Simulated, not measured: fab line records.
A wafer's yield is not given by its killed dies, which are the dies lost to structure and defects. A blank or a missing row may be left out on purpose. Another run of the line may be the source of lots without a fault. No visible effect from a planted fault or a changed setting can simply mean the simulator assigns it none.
Chamber matching | flow n5-finfet | rie-diel-01 running N5_BEOL_M0_ETCH_109: 3 sister chambers
The step etches SiCN in CH3F/O2, target depth 8 nm, overetch 2.4 nm, time 27.4 s. 6 wafers are shown with their chamber, then 6 later ones without.

WAFERS WITH THEIR CHAMBER
wafer  | chamber | showerhead-plenum-p-Torr (Torr) | throttle-valve-pct (%)
L076.4 | 2       | 1.98                            | 16.57
L079.2 | 2       | 1.98                            | 16.57
L085.1 | 1       | 2.03                            | 15.98
L085.5 | 0       | 2.05                            | 16.08
L088.2 | 0       | 2.05                            | 16.09
L088.3 | 1       | 2.02                            | 16.01

WAFERS WITHOUT THEIR CHAMBER
wafer  | showerhead-plenum-p-Torr (Torr) | throttle-valve-pct (%)
L088.5 | 1.97                            | 16.62
L093.2 | 1.97                            | 16.12
L093.5 | 2.05                            | 16.12
L097.1 | 1.97                            | 16.15
L097.2 | 2.02                            | 16.03
L097.6 | 1.97                            | 16.17

CHAMBER TAKEN BY EACH
wafer  | from the rows above     | in truth
L088.5 | 2                       | 2
L093.2 | 1                       | 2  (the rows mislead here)
L093.5 | 0                       | 0
L097.1 | 1                       | 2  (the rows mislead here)
L097.2 | 1                       | 1
L097.6 | can't be placed: 1 or 0 | 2
Correct placement for 3 of the 6. Unplaceable from these rows: 1, with the true chamber sitting among the candidates in 0. Placed wrongly: 2.
How it was worked out, from the rows above alone: a wafer's distance from a chamber is the root of the sum, over the readings, of the square of ((its reading less the chamber's mean) divided by the reading's scatter). If the next closest chamber is less than 2 further off than the closest, the wafer can't be placed; otherwise it belongs to the closest. For every chamber, the mean is computed from those of its wafers that are shown. The scatter is the square root of a quotient: the sum, over the shown wafers, of each reading's squared deviation from its chamber's mean, divided by wafers minus chambers.
